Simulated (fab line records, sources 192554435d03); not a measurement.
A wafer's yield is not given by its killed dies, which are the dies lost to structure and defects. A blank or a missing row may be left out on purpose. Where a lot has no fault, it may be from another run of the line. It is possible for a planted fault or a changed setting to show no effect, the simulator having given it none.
Split-lot study / flow n5-finfet / on a route of 1938 steps: 7 lots, 21 wafers read

THE SPLIT ITSELF
At N5_PASSIVATION_EXPOSE_27 (exposes mask PAD, defocus 0 nm), the setting dose-mj was moved away from the recipe's 32.3 on 5 of the 21 wafers read, by -3.1% to +7.2%. This setting was run at the recipe's value on the other wafers.

FROM THE SPLIT TO THE READING: what the file shows between them, 3 steps
- N5_PASSIVATION_PEB_28
- N5_PASSIVATION_DEVELOP_29: develop time 60 s
- N5_PASSIVATION_HARDBAKE_31: time 120 s

THE READING
cd-nm at N5_PASSIVATION_CD_MEAS_30, given in nm (cd target 4000 nm). A value of 4000.9 nm with a standard deviation of 1.6 nm is what fault-free wafers of this fab line usually give.

wafer=L077.2; tool, chamber at the split=krf-scanner-02, 0; dose-mj as run=32.3; against the recipe=recipe; cd-nm, nm=4001.1; against lot-mates on the recipe=-
wafer=L077.4; tool, chamber at the split=krf-scanner-02, 0; dose-mj as run=32.3; against the recipe=recipe; cd-nm, nm=4000.5; against lot-mates on the recipe=-
wafer=L077.5; tool, chamber at the split=krf-scanner-02, 0; dose-mj as run=34.23; against the recipe=+6.0%; cd-nm, nm=4009.1; against lot-mates on the recipe=+8.3
wafer=L079.2; tool, chamber at the split=krf-scanner-02, 0; dose-mj as run=32.3; against the recipe=recipe; cd-nm, nm=4000.1; against lot-mates on the recipe=-
wafer=L079.3; tool, chamber at the split=krf-scanner-02, 0; dose-mj as run=32.3; against the recipe=recipe; cd-nm, nm=4000.3; against lot-mates on the recipe=-
wafer=L079.6; tool, chamber at the split=krf-scanner-02, 0; dose-mj as run=32.3; against the recipe=recipe; cd-nm, nm=3999.6; against lot-mates on the recipe=-
wafer=L078.1; tool, chamber at the split=krf-scanner-02, 0; dose-mj as run=34.06; against the recipe=+5.4%; cd-nm, nm=4009.6; against lot-mates on the recipe=+9.9
wafer=L078.2; tool, chamber at the split=krf-scanner-02, 0; dose-mj as run=32.3; against the recipe=recipe; cd-nm, nm=3998.8; against lot-mates on the recipe=-
wafer=L078.3; tool, chamber at the split=krf-scanner-02, 0; dose-mj as run=32.3; against the recipe=recipe; cd-nm, nm=4000.5; against lot-mates on the recipe=-
wafer=L081.3; tool, chamber at the split=krf-scanner-02, 0; dose-mj as run=32.3; against the recipe=recipe; cd-nm, nm=3999.6; against lot-mates on the recipe=-
wafer=L081.5; tool, chamber at the split=krf-scanner-02, 0; dose-mj as run=32.3; against the recipe=recipe; cd-nm, nm=3999.6; against lot-mates on the recipe=-
wafer=L081.6; tool, chamber at the split=krf-scanner-02, 0; dose-mj as run=34.37; against the recipe=+6.4%; cd-nm, nm=4009.7; against lot-mates on the recipe=+10.1
wafer=L093.1; tool, chamber at the split=krf-scanner-01, 0; dose-mj as run=34.63; against the recipe=+7.2%; cd-nm, nm=4013.0; against lot-mates on the recipe=+14.2
wafer=L093.3; tool, chamber at the split=krf-scanner-01, 0; dose-mj as run=32.3; against the recipe=recipe; cd-nm, nm=3999.0; against lot-mates on the recipe=-
wafer=L093.5; tool, chamber at the split=krf-scanner-01, 0; dose-mj as run=32.3; against the recipe=recipe; cd-nm, nm=3998.6; against lot-mates on the recipe=-
wafer=L096.1; tool, chamber at the split=krf-scanner-01, 0; dose-mj as run=32.3; against the recipe=recipe; cd-nm, nm=4000.6; against lot-mates on the recipe=-
wafer=L096.2; tool, chamber at the split=krf-scanner-01, 0; dose-mj as run=31.29; against the recipe=-3.1%; cd-nm, nm=3994.8; against lot-mates on the recipe=-7.0
wafer=L096.5; tool, chamber at the split=krf-scanner-01, 0; dose-mj as run=32.3; against the recipe=recipe; cd-nm, nm=4003.0; against lot-mates on the recipe=-
wafer=L095.1; tool, chamber at the split=krf-scanner-02, 0; dose-mj as run=32.3; against the recipe=recipe; cd-nm, nm=4000.6; against lot-mates on the recipe=-
wafer=L095.2; tool, chamber at the split=krf-scanner-02, 0; dose-mj as run=32.3; against the recipe=recipe; cd-nm, nm=4003.9; against lot-mates on the recipe=-
wafer=L095.5; tool, chamber at the split=krf-scanner-02, 0; dose-mj as run=32.3; against the recipe=recipe; cd-nm, nm=4000.0; against lot-mates on the recipe=-

THE FIT
A straight line over all 21 wafers: cd-nm changes by +1.62 nm for each +1% of dose-mj; r = +0.96; the points scatter about the line by 1.3 nm.
The same after taking each lot's own level away (the mean of its wafers on the recipe; 21 wafers): +1.76 nm for each +1%; r = +0.97; scatter 1.1 nm.
That fit puts the effect of the largest move of dose-mj on the reading at 13 nm.
Across the lots, their own levels run from 3998.80 to 4001.80 nm, a range of 1.9 times the standard deviation given above.
So the lot-to-lot level changes the slope little: the two slopes agree.
Check: +11.8 nm against its lot-mates is what the line predicts for one of the wafers moved furthest among these (+7.2%) when that wafer is left out of the fit. It came out at +14.2 nm against them.

THESE WAFERS: OTHER SPLITS
Before the reading, these wafers also passed through other splits. Each is held against what the fit with the lots' levels taken away leaves over:
other split on the same wafers=N5_BEOL_M15_ILD_DEP_00 time-s; wafers away from the commonest value=9; r with cd-nm (lot level and that fit taken away)=+0.11
other split on the same wafers=N5_PASSIVATION_ETCH_15 bias-w; wafers away from the commonest value=11; r with cd-nm (lot level and that fit taken away)=+0.09

FILE'S OWN FIT
cd-nm changes by +1.74 nm for each +1% of dose-mj, r = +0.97.
